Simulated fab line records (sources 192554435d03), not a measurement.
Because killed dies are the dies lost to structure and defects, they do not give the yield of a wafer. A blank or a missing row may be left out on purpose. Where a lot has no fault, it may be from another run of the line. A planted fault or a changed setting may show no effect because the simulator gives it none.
fab line records    flow n5-finfet
[record] lots = 7  wafers = 39
route steps=1938 shown ZERO_LAYER@11 PMOS_HMC_CHANNEL_EPI@64 SD_EPI_P@312 SDB@368 MOL_CONTACT_COAG@605 BEOL_M1@751 BEOL_M4@1062
start-h: the number of hours between the record's first day and the start of the first shown wafer of the lot    wait-h: time in hours since the lot's previous step    " unchanged from the row above    L1.1+2: one row covering several wafers at once    - no value, or no start was given    * or withheld: withheld    < > ~ a bound
route shown NAME@n: names a module that has steps shown in the file, with the first one's number in the route    usual: mean/standard deviation taken from wafers without a fault    same: alike in all rows    chamber/n: place in a boat    sites: per-site readings    _std_site: standard deviation across them    _edge_site: inner sites' mean taken away from outer sites' mean    radius-mm: for every site, how far away it sits from the centre of the wafer    mask NAME#n: copy n    behind: the tool/chamber that last shaped the wafer    hold: the reason the lot was held/the length of the hold in hours/how it ended    device: transistor that didn't switch, given as n, p or np    end of line: at the end of the route, the tests of the same wafers    where a step has no rows: the recipe by itself    killed: dies lost to structure and defects at the first sort, not the wafer's yield    map: a wafer's dies, x killed, . not, _ none there
set.NAME: the setting as run; set.NAME@STEP: as run at that earlier step    model.NAME: the simulator's own value behind a step, which no gauge read
lots run with intentionally changed settings; tables by step, rows by wafer
[[steps]]
[step N5_ZERO_LAYER_DEVELOP_10]
[recipe] develop-time-s = 60  rinse-liquid = diw  dry = air-spin  dev-temp-c = 21
lot.wafer         tool            chamber  start-h  wait-h  set.develop-time-s
L076.1+3+5        litho-track-05  0        -        -       60
L076.2+4+6        "               0        "        "       27.99
L078.1+2+3        litho-track-05  0        -        -       60
L083.1+2+6        litho-track-04  0        -        -       60
L083.3+4+5        "               0        "        "       27.74
L084.1+2+3+4+5+6  litho-track-05  0        -        -       60
L085.1+3+4        litho-track-04  0        -        -       41.83
L085.2+5+6        "               0        "        "       60
L093.1+3+6        litho-track-02  0        -        -       84.56
L093.2+4+5        "               0        "        "       60
L094.1+2+3+4+5+6  litho-track-02  0        -        -       60
[step N5_ZERO_LAYER_HARDBAKE_23]
[recipe] temp-c = 130  time-s = 120
[step N5_ZERO_LAYER_CD_MEAS_11]
[recipe] target-cd-nm = 2000  landing-energy-ev = 500  detector = se-inlens
[usual] cd-nm = 1998.3/2.8
lot.wafer  tool       chamber  start-h  wait-h  set.develop-time-s@ZERO_LAYER_DEVELOP_10  cd-nm
L076.1     cd-sem-03  0        24.66    -       60                                        1998.5
L076.2     "          0        "        "       27.99                                     1981.9
L076.3     "          0        "        "       60                                        2002.9
L076.4     "          0        "        "       27.99                                     1979.2
L076.5     "          0        "        "       60                                        2003.3
L076.6     "          0        "        "       27.99                                     1982.1
L078.1     cd-sem-01  0        36.86    -       60                                        1999.5
L078.2     "          0        "        "       60                                        1995.5
L078.3     "          0        "        "       60                                        1999.9
L083.1     cd-sem-02  0        66.77    -       60                                        1995.0
L083.2     "          0        "        "       60                                        1994.8
L083.3     "          0        "        "       27.74                                     1977.8
L083.4     "          0        "        "       27.74                                     1978.6
L083.5     "          0        "        "       27.74                                     1979.8
L083.6     "          0        "        "       60                                        1992.2
L084.1     cd-sem-03  0        72.77    -       60                                        1993.2
L084.2     "          0        "        "       60                                        1998.3
L084.3     "          0        "        "       60                                        1997.5
L084.4     "          0        "        "       60                                        2002.1
L084.5     "          0        "        "       60                                        1993.7
L084.6     "          0        "        "       60                                        2001.8
L085.1     cd-sem-01  0        78.64    -       41.83                                     1986.7
L085.2     "          0        "        "       60                                        1996.9
L085.3     "          0        "        "       41.83                                     1986.8
L085.4     "          0        "        "       41.83                                     1985.2
L085.5     "          0        "        "       60                                        1998.4
L085.6     "          0        "        "       60                                        1996.1
L093.1     cd-sem-03  0        126.96   -       84.56                                     2009.2
L093.2     "          0        "        "       60                                        2001.0
L093.3     "          0        "        "       84.56                                     2006.8
L093.4     "          0        "        "       60                                        1999.5
L093.5     "          0        "        "       60                                        1999.2
L093.6     "          0        "        "       84.56                                     2007.7
L094.1     cd-sem-01  0        132.77   -       60                                        2001.1
L094.2     "          0        "        "       60                                        1998.1
L094.3     "          0        "        "       60                                        1997.9
L094.4     "          0        "        "       60                                        1998.3
L094.5     "          0        "        "       60                                        1998.0
L094.6     "          0        "        "       60                                        1999.1
[step N5_ZERO_LAYER_DESCUM_16]
[recipe] chemistry = O2  time-s = 7.9  source-power-w = 50  bias-power-w = 20  pressure-mtorr = 20  rf-frequency-hz = 2.712e+07  temp-c = 40  o2-flow-sccm = 225
lot.wafer     tool         chamber  start-h  wait-h  set.develop-time-s@ZERO_LAYER_DEVELOP_10  model.ZERO_LAYER.cd-nm
L076.1+3      rie-diel-05  0,2      24.70    0.0     60                                        -
L076.2+6      "            1,3      "        "       27.99                                     1982
L076.4        "            3        "        "       27.99                                     1979
L076.5        "            0        "        "       60                                        2003
L078.1+3      rie-diel-02  0,3      36.90    0.0     60                                        2000
L078.2        "            2        "        "       60                                        1996
L083.1+2      rie-diel-02  1,3      66.80    0.0     60                                        1995
L083.3        "            0        "        "       27.74                                     1978
L083.4        "            2        "        "       27.74                                     1979
L083.5        "            2        "        "       27.74                                     1980
L083.6        "            1        "        "       60                                        1992
L084.1        rie-diel-02  3        72.80    0.0     60                                        1993
L084.2        "            2        "        "       60                                        1998
L084.3        "            1        "        "       60                                        1997
L084.4        "            0        "        "       60                                        2002
L084.5        "            1        "        "       60                                        1994
L084.6        "            0        "        "       60                                        -
L085.1+3      rie-diel-05  1,2      78.68    0.0     41.83                                     1987
L085.2        "            0        "        "       60                                        1997
L085.4        "            3        "        "       41.83                                     1985
L085.5        "            3        "        "       60                                        1998
L085.6        "            2        "        "       60                                        1996
L093.1        rie-diel-06  1        127.28   0.3     84.56                                     2009
L093.2        "            3        "        "       60                                        2001
L093.3        "            2        "        "       84.56                                     2007
L093.4+5      "            0,1      "        "       60                                        1999
L093.6        "            2        "        "       84.56                                     2008
L094.1        rie-diel-02  2        132.80   0.0     60                                        2001
L094.2+3+4+5  "            0,3,1,2  "        "       60                                        1998
L094.6        "            3        "        "       60                                        1999
[step N5_ZERO_LAYER_ETCH_17]
[recipe] chemistry = CF4  target = SiO2  target-depth-a = 120  time-s = 13.3  ion-energy-ev = 350  pressure-mtorr = 40  source-w = 450  bias-w = 215  Ar_flow_sccm = 100  cf4-flow-sccm = 100
lot.wafer     tool         chamber  start-h  wait-h  set.develop-time-s@ZERO_LAYER_DEVELOP_10  model.ZERO_LAYER.cd-nm
L076.1        rie-diel-05  0        24.74    0.0     60                                        1998
L076.2+6      "            1,3      "        "       27.99                                     1982
L076.3+5      "            2,0      "        "       60                                        2003
L076.4        "            3        "        "       27.99                                     1979
L078.1        rie-diel-02  0        36.94    0.0     60                                        1999
L078.2        "            2        "        "       60                                        1996
L078.3        "            3        "        "       60                                        2000
L083.1+2      rie-diel-02  1,3      66.84    0.0     60                                        1995
L083.3        "            0        "        "       27.74                                     1978
L083.4        "            2        "        "       27.74                                     1979
L083.5        "            2        "        "       27.74                                     1980
L083.6        "            1        "        "       60                                        1993
L084.1        rie-diel-02  3        72.84    0.0     60                                        1993
L084.2        "            2        "        "       60                                        1998
L084.3        "            1        "        "       60                                        1997
L084.4+6      "            0        "        "       60                                        2002
L084.5        "            1        "        "       60                                        1994
L085.1+3      rie-diel-05  1,2      78.71    0.0     41.83                                     1987
L085.2        "            0        "        "       60                                        1997
L085.4        "            3        "        "       41.83                                     1985
L085.5        "            3        "        "       60                                        1998
L085.6        "            2        "        "       60                                        1996
L093.1        rie-diel-06  1        127.31   0.0     84.56                                     2009
L093.2        "            3        "        "       60                                        2001
L093.3+6      "            2        "        "       84.56                                     2008
L093.4+5      "            0,1      "        "       60                                        1999
L094.1        rie-diel-02  2        132.84   0.0     60                                        2001
L094.2+3+4+5  "            0,3,1,2  "        "       60                                        1998
L094.6        "            3        "        "       60                                        1999
[step N5_PMOS_HMC_CHANNEL_EPI_DEVELOP_08]
[recipe] develop-time-s = 30  developer = TMAH  resist = CAR-ArF-block  dev-temp-c = 23  rinse-liquid = diw  dry = air-spin
lot.wafer         tool            chamber  start-h  wait-h  set.develop-time-s
L076.1+5+6        litho-track-01  0        -        -       30
L076.2+3+4        "               0        "        "       42.71
L078.1+2+3        litho-track-05  0        -        -       30
L083.1+2+3+4+5+6  litho-track-02  0        -        -       30
L084.1+2+4        litho-track-02  0        -        -       12.61
L084.3+5+6        "               0        "        "       30
L085.1+4+6        litho-track-01  0        -        -       30
L085.2+3+5        "               0        "        "       42.47
L093.1+2+5        litho-track-02  0        -        -       30
L093.3+4+6        "               0        "        "       41.15
L094.1+3+6        litho-track-02  0        -        -       30
L094.2+4+5        "               0        "        "       14.2
[step N5_PMOS_HMC_CHANNEL_EPI_CD_MEAS_09]
[recipe] target-cd-nm = 237.4  landing-energy-ev = 500  detector = se-inlens
[usual] cd-nm = 237.6/1.1
lot.wafer  tool       chamber  start-h  wait-h  set.develop-time-s@PMOS_HMC_CHANNEL_EPI_DEVELOP_08  cd-nm
L076.1     cd-sem-02  0        29.92    -       30                                                  240.0
L076.2     "          0        "        "       42.71                                               241.3
L076.3     "          0        "        "       42.71                                               240.0
L076.4     "          0        "        "       42.71                                               241.9
L076.5     "          0        "        "       30                                                  236.7
L076.6     "          0        "        "       30                                                  238.5
L078.1     cd-sem-02  0        41.46    -       30                                                  236.8
L078.2     "          0        "        "       30                                                  237.6
L078.3     "          0        "        "       30                                                  237.1
L083.1     cd-sem-01  0        71.21    -       30                                                  237.4
L083.2     "          0        "        "       30                                                  239.9
L083.3     "          0        "        "       30                                                  237.9
L083.4     "          0        "        "       30                                                  238.2
L083.5     "          0        "        "       30                                                  237.4
L083.6     "          0        "        "       30                                                  237.7
L084.1     cd-sem-01  0        77.21    -       12.61                                               230.9
L084.2     "          0        "        "       12.61                                               230.9
L084.3     "          0        "        "       30                                                  237.8
L084.4     "          0        "        "       12.61                                               230.9
L084.5     "          0        "        "       30                                                  237.8
L084.6     "          0        "        "       30                                                  236.8
L085.1     cd-sem-01  0        82.98    -       30                                                  239.2
L085.2     "          0        "        "       42.47                                               239.9
L085.3     "          0        "        "       42.47                                               239.7
L085.4     "          0        "        "       30                                                  237.2
L085.5     "          0        "        "       42.47                                               240.1
L085.6     "          0        "        "       30                                                  239.3
L093.1     cd-sem-03  0        131.73   -       30                                                  238.6
L093.2     "          0        "        "       30                                                  237.9
L093.3     "          0        "        "       41.15                                               240.8
L093.4     "          0        "        "       41.15                                               238.9
L093.5     "          0        "        "       30                                                  237.3
L093.6     "          0        "        "       41.15                                               240.3
L094.1     cd-sem-02  0        137.66   -       30                                                  238.2
L094.2     "          0        "        "       14.2                                                232.2
L094.3     "          0        "        "       30                                                  238.4
L094.4     "          0        "        "       14.2                                                233.0
L094.5     "          0        "        "       14.2                                                232.6
L094.6     "          0        "        "       30                                                  235.6
[step N5_SD_EPI_P_ETCH_16]
[recipe] chemistry = CHF3/O2  target = SiO2  target-depth-a = 50  mask-material = SOC  pressure-mtorr = 30  source-w = 650  bias-w = 170  Ar_flow_sccm = 200  CHF3_flow_sccm = 50  O2_flow_sccm = 5  ion-energy-ev = 200
lot.wafer  tool         chamber  start-h  wait-h  set.target-depth-a  model.etch.depth-nm
L076.1     rie-diel-06  0        66.45    0.1     50                  4.854
L076.2     "            3        "        "       50                  5.065
L076.3     "            1        "        "       50                  4.9
L076.4     "            2        "        "       50                  4.961
L076.5     "            1        "        "       50                  4.908
L076.6     "            2        "        "       50                  4.925
L078.1     rie-diel-05  0        80.36    0.1     50                  4.893
L078.2     "            2        "        "       50                  5.068
L078.3     "            3        "        "       50                  4.949
L083.1     rie-diel-06  0        106.58   0.1     50                  4.981
L083.2     "            3        "        "       50                  5.2
L083.3     "            1        "        "       50                  4.988
L083.4     "            2        "        "       50                  5.004
L083.5     "            3        "        "       50                  5.118
L083.6     "            0        "        "       50                  4.996
L084.1     rie-diel-02  3        116.82   0.1     79.17               7.76
L084.2     "            0        "        "       50                  5.065
L084.3     "            2        "        "       50                  4.765
L084.4     "            1        "        "       50                  4.939
L084.5     "            2        "        "       79.17               7.583
L084.6     "            3        "        "       79.17               7.731
L085.1     rie-diel-06  3        123.12   0.1     50                  5.105
L085.2     "            0        "        "       50                  4.944
L085.3     "            2        "        "       75.27               7.495
L085.4     "            1        "        "       50                  4.968
L085.5     "            0        "        "       75.27               7.452
L085.6     "            1        "        "       75.27               7.505
L093.1     rie-diel-06  0        168.43   0.1     50                  4.938
L093.2     "            1        "        "       40.71               4.041
L093.3     "            2        "        "       40.71               4.024
L093.4     "            0        "        "       50                  4.946
L093.5     "            1        "        "       40.71               4.039
L093.6     "            2        "        "       50                  4.94
L094.1     rie-diel-06  0        178.33   0.1     24.23               2.362
L094.2     "            2        "        "       50                  4.874
L094.3     "            1        "        "       50                  4.921
L094.4     "            1        "        "       24.23               2.38
L094.5     "            0        "        "       50                  4.896
L094.6     "            2        "        "       24.23               2.363
[step N5_SDB_ETCH_25]
[recipe] chemistry = C4F6/O2  target = SiO2  target-depth-a = 100  time-s = 3.3  ion-energy-ev = 250  mask-material = SiNx  pressure-mtorr = 30  source-w = 345  bias-w = 185  Ar_flow_sccm = 300  C4F6_flow_sccm = 10  O2_flow_sccm = 10
lot.wafer  tool         chamber  start-h  wait-h  set.time-s  model.etch.depth-nm
L076.1     rie-diel-04  1        77.84    0.0     3.3         10.13
L076.2     "            3        "        "       3.3         9.966
L076.3     "            2        "        "       3.3         9.908
L076.4     "            0        "        "       2.184       6.733
L076.5     "            0        "        "       2.184       6.726
L076.6     "            1        "        "       2.184       6.741
L078.1     rie-diel-01  1        91.75    0.1     3.3         10.27
L078.2     "            0        "        "       3.3         10.03
L078.3     "            2        "        "       3.3         9.719
L083.1     rie-diel-01  1        118.18   0.1     3.3         10.23
L083.2     "            2        "        "       4.195       12.25
L083.3     "            3        "        "       4.195       12.17
L083.4     "            0        "        "       4.195       12.76
L083.5     "            3        "        "       3.3         9.608
L083.6     "            0        "        "       3.3         9.984
L084.1     rie-diel-03  0        128.30   0.0     3.3         10.08
L084.2     "            3        "        "       3.3         9.636
L084.3     "            1        "        "       3.3         9.989
L084.4     "            3        "        "       3.3         9.453
L084.5     "            1        "        "       3.3         9.911
L084.6     "            0        "        "       3.3         10.09
L085.1+6   rie-diel-03  2        134.45   0.2     3.909       11.62
L085.2     "            1        "        "       3.3         10.01
L085.3     "            3        "        "       3.909       11.52
L085.4     "            0        "        "       3.3         10.13
L085.5     "            1        "        "       3.3         10.1
L093.1     rie-diel-03  2        179.69   0.1     3.3         9.705
L093.2     "            1        "        "       2.462       7.409
L093.3     "            3        "        "       2.462       7.169
L093.4     "            0        "        "       2.462       7.296
L093.5     "            0        "        "       3.3         9.898
L093.6     "            1        "        "       3.3         9.923
L094.1     rie-diel-01  0        191.14   0.3     4.647       14.1
L094.2     "            3        "        "       3.3         9.502
L094.3     "            2        "        "       4.647       13.52
L094.4     "            1        "        "       4.647       14.32
L094.5     "            2        "        "       3.3         9.672
L094.6     "            3        "        "       3.3         9.612
[step N5_MOL_CONTACT_COAG_DESCUM_45]
[recipe] chemistry = O2  time-s = 7  source-power-w = 50  bias-power-w = 20  pressure-mtorr = 20  rf-frequency-hz = 2.712e+07  temp-c = 40  resist = CAR-EUV  o2-flow-sccm = 225
lot.wafer   tool         chamber  start-h  wait-h  set.time-s  model.CAR-EUV_of_MOL_CONTACT_COAG_COAT_34.thk-nm
L076.1      rie-diel-04  1        114.94   0.0     10.3        34.4
L076.2      "            3        "        "       10.3        34.6
L076.3+4+5  "            0,2,3    "        "       7           36
L076.6      "            0        "        "       10.3        34.2
L078.1+3    rie-diel-04  1,2      122.02   0.0     7           36.2
L078.2      "            3        "        "       7           36.4
L083.1+2+5  rie-diel-01  3,2,2    151.30   0.0     7           36.4
L083.3+4+6  "            1,0,3    "        "       4.483       37.6
L084.1+2+4  rie-diel-04  2,3,0    161.06   0.5     7           35.8
L084.3+5+6  "            0,3,2    "        "       7           36
L085.1+4    rie-diel-01  0,1      168.92   0.1     7           36
L085.2+3    "            2,3      "        "       9.73        34.8
L085.5      "            2        "        "       7           36.2
L085.6      "            1        "        "       9.73        34.6
L093.1      rie-diel-03  0        212.35   0.0     7           36
L093.2      "            3        "        "       4.968       37.2
L093.3+4    "            2,1      "        "       7           36.2
L093.5+6    "            3,0      "        "       4.968       37
L094.1+3    rie-diel-03  3,0      223.56   0.0     7           35.8
L094.2      "            2        "        "       7           36
L094.4+5+6  "            1,2,1    "        "       10.27       34.2
[step N5_MOL_CONTACT_COAG_ETCH_65]
[recipe] chemistry = N2/H2  target = underlayer  target-depth-a = 130  mask-material = CAR-EUV  time-s = 10.4  ion-energy-ev = 200  pressure-mtorr = 30  source-w = 840  bias-w = 150  n2-flow-sccm = 200  h2-flow-sccm = 200  ends = cleared
[step N5_MOL_CONTACT_COAG_ETCH_66]
[recipe] chemistry = CF4  target = SiARC  target-depth-a = 130  mask-material = CAR-EUV  time-s = 21.7  ion-energy-ev = 80  pressure-mtorr = 40  source-w = 545  bias-w = 36  Ar_flow_sccm = 100  cf4-flow-sccm = 100  ends = cleared
lot.wafer   tool         chamber  start-h  wait-h  set.time-s@MOL_CONTACT_COAG_DESCUM_45  model.CAR-EUV_of_MOL_CONTACT_COAG_COAT_34.thk-nm
L076.1      rie-diel-04  1        114.99   0.0     10.3                                   15.4
L076.2      "            3        "        "       10.3                                   15.6
L076.3+4+5  "            0,2,3    "        "       7                                      17
L076.6      "            0        "        "       10.3                                   15.2
L078.1      rie-diel-04  1        122.08   0.0     7                                      17.2
L078.2      "            3        "        "       7                                      17.4
L078.3      "            2        "        "       7                                      17
L083.1+2+5  rie-diel-01  3,2,2    151.35   0.0     7                                      17.2
L083.3+6    "            1,3      "        "       4.483                                  18.6
L083.4      "            0        "        "       4.483                                  18.2
L084.1+3+4  rie-diel-04  2,0,0    161.11   0.0     7                                      16.8
L084.2+5+6  "            3,3,2    "        "       7                                      17
L085.1      rie-diel-01  0        168.98   0.0     7                                      16.8
L085.2      "            2        "        "       9.73                                   15.6
L085.3+6    "            3,1      "        "       9.73                                   15.8
L085.4      "            1        "        "       7                                      17.2
L085.5      "            2        "        "       7                                      17
L093.1+4    rie-diel-03  0,1      212.41   0.0     7                                      16.8
L093.2      "            3        "        "       4.968                                  18
L093.3      "            2        "        "       7                                      17
L093.5+6    "            3,0      "        "       4.968                                  17.8
L094.1+3    rie-diel-03  3,0      223.62   0.0     7                                      16.6
L094.2      "            2        "        "       7                                      16.8
L094.4+5    "            1,2      "        "       10.27                                  15
L094.6      "            1        "        "       10.27                                  14.8
[step N5_BEOL_M1_ILD_DEP_00]
[recipe] material = SiOC  target-thk-a = 790  temp-c = 350  precursor = DEMS/O2  pressure-torr = 5  rf-w = 500  time-s = 15.3
lot.wafer  tool      chamber  start-h  wait-h  set.target-thk-a  model.SiOC_of_BEOL_M1_ILD_DEP_00.thk-nm
L076.1     pecvd-03  0        143.70   0.0     790               77.6
L076.2     "         1        "        "       1203              119.2
L076.3     "         2        "        "       790               78.4
L076.4     "         1        "        "       790               79.6
L076.5+6   "         0,2      "        "       1203              119.4
L078.1     pecvd-03  1        144.55   0.0     790               77.6
L078.2     "         0        "        "       790               77
L078.3     "         2        "        "       790               77.4
L083.1     pecvd-01  2        170.78   0.0     790               78.6
L083.2+5   "         1        "        "       475.2             48.8
L083.3     "         0        "        "       475.2             49
L083.4     "         0        "        "       790               81.8
L083.6     "         2        "        "       790               80.6
L084.1     pecvd-01  0        182.36   0.0     790               79.4
L084.2     "         2        "        "       432               43.6
L084.3     "         1        "        "       432               43.4
L084.4     "         0        "        "       790               81.6
L084.5     "         1        "        "       790               80.4
L084.6     "         2        "        "       432               44.4
L085.1     pecvd-01  0        191.59   0.0     790               78.6
L085.2     "         1        "        "       962.8             96
L085.3     "         2        "        "       790               79
L085.4     "         0        "        "       962.8             98.2
L085.5     "         1        "        "       790               79.6
L085.6     "         2        "        "       962.8             97.4
L093.1     pecvd-03  1        232.18   0.0     974.4             97
L093.2     "         0        "        "       790               78.2
L093.3     "         2        "        "       974.4             96
L093.4     "         0        "        "       790               79.8
L093.5     "         1        "        "       974.4             98.6
L093.6     "         2        "        "       790               78.4
L094.1     pecvd-01  0        242.67   0.0     790               79.2
L094.2     "         2        "        "       1159              115.6
L094.3     "         1        "        "       790               78.2
L094.4     "         1        "        "       1159              115.8
L094.5     "         0        "        "       790               80.8
L094.6     "         2        "        "       1159              117.8
[step N5_BEOL_M1_THK_MEAS_01]
[recipe] reads = SiOC_of_BEOL_M1_ILD_DEP_00
[usual] M1_ILD_THK = 79.1/1.4
lot.wafer  tool           chamber  start-h  wait-h  set.target-thk-a@BEOL_M1_ILD_DEP_00  M1_ILD_THK[nm]
L076.1     film-metro-02  -        143.77   0.0     790                                  77.5
L076.2     "              -        "        "       1203                                 119.1
L076.3     "              -        "        "       790                                  78.4
L076.4     "              -        "        "       790                                  79.7
L076.5     "              -        "        "       1203                                 119.5
L076.6     "              -        "        "       1203                                 119.4
L078.1     film-metro-02  -        144.61   0.0     790                                  77.7
L078.2     "              -        "        "       790                                  77.0
L078.3     "              -        "        "       790                                  77.5
L083.1     film-metro-01  -        170.84   0.0     790                                  78.6
L083.2     "              -        "        "       475.2                                48.8
L083.3     "              -        "        "       475.2                                49.0
L083.4     "              -        "        "       790                                  81.6
L083.5     "              -        "        "       475.2                                48.8
L083.6     "              -        "        "       790                                  80.6
L084.1     film-metro-01  -        182.43   0.0     790                                  79.3
L084.2     "              -        "        "       432                                  43.6
L084.3     "              -        "        "       432                                  43.4
L084.4     "              -        "        "       790                                  81.6
L084.5     "              -        "        "       790                                  80.4
L084.6     "              -        "        "       432                                  44.5
L085.1     film-metro-02  -        191.65   0.0     790                                  78.7
L085.2     "              -        "        "       962.8                                95.9
L085.3     "              -        "        "       790                                  79.1
L085.4     "              -        "        "       962.8                                98.3
L085.5     "              -        "        "       790                                  79.6
L085.6     "              -        "        "       962.8                                97.5
L093.1     film-metro-01  -        232.24   0.0     974.4                                96.9
L093.2     "              -        "        "       790                                  78.2
L093.3     "              -        "        "       974.4                                96.0
L093.4     "              -        "        "       790                                  79.9
L093.5     "              -        "        "       974.4                                98.6
L093.6     "              -        "        "       790                                  78.4
L094.1     film-metro-02  -        242.74   0.0     790                                  79.2
L094.2     "              -        "        "       1159                                 115.6
L094.3     "              -        "        "       790                                  78.2
L094.4     "              -        "        "       1159                                 115.7
L094.5     "              -        "        "       790                                  80.7
L094.6     "              -        "        "       1159                                 117.8
[step N5_BEOL_M4_ALD_98]
[recipe] material = SiO2  target-thk-a = 25  temp-c = 100  ald-precursor-family = BDEAS  ald-co-reactant = O2-plasma  pulse-time-s = 1  co-reactant-pulse-time-s = 1  purge-time-s = 2  co-reactant-purge-time-s = 2  ald-cycles = 17  pressure-torr = 2
lot.wafer         tool        chamber      start-h  wait-h  set.ald-cycles  model.SiO2_of_BEOL_M4_ALD_98.thk-nm
L076.1+2+4        ald-sin-03  3,0,1        232.73   0.4     25              3.6
L076.3            "           2            "        "       17              2.6
L076.5+6          "           0,3          "        "       17              2.4
L078.1+3          ald-sin-04  3,0          243.15   0.6     17              2.6
L078.2            "           2            "        "       17              2.4
L084.1+3          ald-sin-03  0,1          252.14   0.1     17              2.6
L084.2            "           2            "        "       21              3
L084.4+6          "           3            "        "       21              3.2
L084.5            "           0            "        "       17              2.4
L083.1+2+3+4+5+6  ald-sin-04  2,1,0,3,0,1  265.60   0.1     17              2.6
L085.1+2+4        ald-sin-04  2,3,0        272.99   0.4     23              3.4
L085.3+5          "           1,3          "        "       17              2.6
L085.6            "           2            "        "       17              2.4
L094.1+2+5        ald-sin-03  2,3,2        340.75   0.1     17              2.4
L094.3+4+6        "           1,0,3        "        "       17              2.6
L093.1+2          ald-sin-01  0,2          352.46   0.2     17              2.6
L093.3            "           1            "        "       17              2.4
L093.4+5+6        "           3,1,0        "        "       20              3
[[key]]
[split] step = N5_ZERO_LAYER_DEVELOP_10  setting = develop-time-s  stated = 60  by = wafer
[response] step = N5_ZERO_LAYER_CD_MEAS_11  reading = cd-nm  change = +0.309  per = 1%  r = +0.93
[response] step = N5_ZERO_LAYER_DESCUM_16  reading = model.ZERO_LAYER.cd-nm  change = +0.301  per = 1%  r = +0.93
[response] step = N5_ZERO_LAYER_ETCH_17  reading = model.ZERO_LAYER.cd-nm  change = +0.311  per = 1%  r = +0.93
[split] step = N5_PMOS_HMC_CHANNEL_EPI_DEVELOP_08  setting = develop-time-s  stated = 30  by = wafer
[response] step = N5_PMOS_HMC_CHANNEL_EPI_CD_MEAS_09  reading = cd-nm  change = +0.0795  per = 1%  r = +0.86
[split] step = N5_SD_EPI_P_ETCH_16  setting = target-depth-a  stated = 50  by = wafer
[response] step = N5_SD_EPI_P_ETCH_16  reading = model.etch.depth-nm  change = +0.0484  per = 1%  r = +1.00
[split] step = N5_SDB_ETCH_25  setting = time-s  stated = 3.3  by = wafer
[response] step = N5_SDB_ETCH_25  reading = model.etch.depth-nm  change = +0.099  per = 1%  r = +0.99
[split] step = N5_MOL_CONTACT_COAG_DESCUM_45  setting = time-s  stated = 7  by = wafer
[response] step = N5_MOL_CONTACT_COAG_DESCUM_45  reading = model.CAR-EUV_of_MOL_CONTACT_COAG_COAT_34.thk-nm  change = -0.0342  per = 1%  r = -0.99
[response] step = N5_MOL_CONTACT_COAG_ETCH_66  reading = model.CAR-EUV_of_MOL_CONTACT_COAG_COAT_34.thk-nm  change = -0.0348  per = 1%  r = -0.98
[split] step = N5_BEOL_M1_ILD_DEP_00  setting = target-thk-a  stated = 790  by = wafer
[response] step = N5_BEOL_M1_ILD_DEP_00  reading = model.SiOC_of_BEOL_M1_ILD_DEP_00.thk-nm  change = +0.794  per = 1%  r = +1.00
[response] step = N5_BEOL_M1_THK_MEAS_01  reading = M1_ILD_THK  change = +0.793  per = 1%  r = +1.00
[split] step = N5_BEOL_M4_ALD_98  setting = ald-cycles  stated = 17  by = wafer
[response] step = N5_BEOL_M4_ALD_98  reading = model.SiO2_of_BEOL_M4_ALD_98.thk-nm  change = +0.0246  per = 1%  r = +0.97
